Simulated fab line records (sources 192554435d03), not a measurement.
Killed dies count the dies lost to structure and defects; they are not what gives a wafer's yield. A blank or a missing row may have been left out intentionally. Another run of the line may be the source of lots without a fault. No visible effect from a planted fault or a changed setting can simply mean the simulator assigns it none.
Matching of chambers    flow n5 finfet    N5_BEOL_M9_STRIP_36 on rie diel-02: 4 sister chambers
The step strips in N2/H2. 7 wafers are shown with their chamber, then 9 later ones without.

EACH WAFER AND ITS CHAMBER
wafer   chamber  throttle valve pct (%)  drypump motor current A (A)
L078.6  0        23.7                    5.2
L083.2  1        24.4                    5.7
L088.2  3        23.8                    5.5
L088.5  2        23.1                    5.0
L090.1  2        23.1                    5.0
L090.3  3        23.9                    5.5
L090.5  1        24.4                    5.6

WAFERS WITHOUT THEIR CHAMBER
wafer   throttle valve pct (%)  drypump motor current A (A)
L094.2  24.4                    5.7
L094.5  23.7                    5.2
L094.6  24.4                    5.6
L092.1  23.8                    5.5
L092.2  23.1                    5.0
L092.5  24.5                    5.6
L093.2  23.7                    5.2
L093.4  23.7                    5.2
L093.6  24.5                    5.6

EACH ONE'S CHAMBER
wafer   from the rows above  in truth
L094.2  1                    1
L094.5  0                    0
L094.6  1                    1
L092.1  3                    3
L092.2  2                    2
L092.5  1                    1
L093.2  0                    0
L093.4  0                    0
L093.6  1                    1
Placed correctly: 9 of 9. Number that these rows cannot place: 0. 0 placed wrongly.
How it was worked out, from the rows above alone: a wafer's distance from a chamber is the root of the sum, over the readings, of the square of ((its reading less the chamber's mean) divided by the reading's scatter). The wafer belongs to the nearest chamber; if the next one is less than 2 further off, it can't be placed. Each chamber's mean is taken over the wafers shown for it. The scatter: the root of (the sum of the squares of (reading less its chamber's mean) over the shown wafers, divided by (wafers less chambers)).
